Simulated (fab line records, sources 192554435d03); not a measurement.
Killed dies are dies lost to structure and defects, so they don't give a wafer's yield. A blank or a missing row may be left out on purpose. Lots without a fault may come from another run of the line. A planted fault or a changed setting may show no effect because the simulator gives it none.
Split-lot experiment | flow n5_finfet | 7 lots, 21 wafers read, on a route of 1938 steps

THE SPLIT
At N5_BEOL_M13_EXPOSE_07 (exposes mask V12), the setting dose_mj was moved away from the recipe's 24.8 on 5 of the 21 wafers read, by -5.2% to -3.3%. The other wafers ran this setting at the recipe's value.

FROM THE SPLIT TO THE READING: what the file shows between them, 6 steps
- N5_BEOL_M13_PEB_08: peb time 90 s
- N5_BEOL_M13_DEVELOP_09: develop time 45 s
- N5_BEOL_M13_HARDBAKE_14: time 120 s
- N5_BEOL_M13_CD_MEAS_10: target cd 190 nm
- N5_BEOL_M13_STRIP_71: strips in post etch residue remover, time 60 s
- N5_BEOL_M13_SRD_72: time 30 s, dry time 30 s

THE READING
cd_nm, in nm, at N5_BEOL_M13_CD_MEAS_17 (target cd 190 nm). Fault-free wafers of this fab line usually give 190.2 nm, standard deviation 2.1 nm.

wafer  | tool, chamber at the split | dose_mj as run | against the recipe | cd_nm, nm | against lot-mates on the recipe
L074.2 | krf_scanner-01, 0          | 24.8           | recipe             | 190.8     | -
L074.5 | krf_scanner-01, 0          | 23.52          | -5.2%              | 183.9     | -6.5
L074.6 | krf_scanner-01, 0          | 24.8           | recipe             | 189.9     | -
L075.1 | krf_scanner-01, 0          | 24.8           | recipe             | 189.6     | -
L075.3 | krf_scanner-01, 0          | 23.83          | -3.9%              | 182.7     | -6.9
L075.5 | krf_scanner-01, 0          | 23.83          | -3.9%              | 184.9     | -4.7
L078.3 | krf_scanner-01, 0          | 24.8           | recipe             | 190.8     | -
L078.5 | krf_scanner-01, 0          | 24.8           | recipe             | 190.6     | -
L078.6 | krf_scanner-01, 0          | 24.8           | recipe             | 189.7     | -
L080.2 | krf_scanner-01, 0          | 24.8           | recipe             | 191.9     | -
L080.4 | krf_scanner-01, 0          | 24.8           | recipe             | 189.9     | -
L080.5 | krf_scanner-01, 0          | 24.8           | recipe             | 192.3     | -
L084.1 | krf_scanner-01, 0          | 24.8           | recipe             | 189.2     | -
L084.2 | krf_scanner-01, 0          | 24.8           | recipe             | 189.9     | -
L084.3 | krf_scanner-01, 0          | 24.8           | recipe             | 189.0     | -
L086.1 | krf_scanner-02, 0          | 24.8           | recipe             | 189.9     | -
L086.2 | krf_scanner-02, 0          | 24.8           | recipe             | 191.4     | -
L086.4 | krf_scanner-02, 0          | 23.99          | -3.3%              | 187.4     | -3.2
L092.1 | krf_scanner-02, 0          | 24.8           | recipe             | 187.3     | -
L092.3 | krf_scanner-02, 0          | 23.82          | -4.0%              | 184.2     | -5.1
L092.4 | krf_scanner-02, 0          | 24.8           | recipe             | 191.2     | -

THE FIT
A straight line over all 21 wafers: cd_nm changes by +1.39 nm for each +1% of dose_mj; r = +0.89; the points scatter about the line by 1.3 nm.
The same after taking each lot's own level away (the mean of its wafers on the recipe; 21 wafers): +1.31 nm for each +1%; r = +0.93; scatter 0.98 nm.
On that fit, the largest move of dose_mj shifts the reading by 6.8 nm.
The lots' own levels span 189.25 to 191.37 nm, that is 1.0 times the standard deviation above.
So the lot-to-lot level changes the slope little: the two slopes agree.
Check: with one of the wafers moved furthest among these (-5.2%) left out of the fit, the line predicts -6.9 nm for it against its lot-mates. It came out at -6.45 nm against them.

OTHER SPLITS ON THESE WAFERS
These wafers also went through other splits before the reading. Each is held against what the fit with the lots' levels taken away leaves over:
other split on the same wafers   | wafers away from the commonest value | r with cd_nm (lot level and that fit taken away)
N5_BEOL_M8_ILD_DEP_00 time_s     | 7                                    | +0.09
N5_BEOL_M8_TRENCH_ETCH_37 bias_w | 2                                    | -0.08
N5_BEOL_M9_COAT_22 spin_rpm      | 4                                    | +0.06
N5_BEOL_M11_DESCUM_16 time_s     | 10                                   | -0.02
N5_BEOL_M11_ETCH_62 time_s       | 7                                    | +0.38

THE WHOLE CHAIN: every reading that the file lists as answering this split, in the file's order
step                   | what it does     | reading | change (the file's fit)              | r (the file's)
N5_BEOL_M13_CD_MEAS_10 | target cd 190 nm | cd_nm   | +1.08 nm for each +1% of the setting | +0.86
N5_BEOL_M13_CD_MEAS_17 | target cd 190 nm | cd_nm   | +1.27 nm for each +1% of the setting | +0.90

THE FILE'S OWN FIT
cd_nm changes by +1.27 nm for each +1% of dose_mj, r = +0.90.
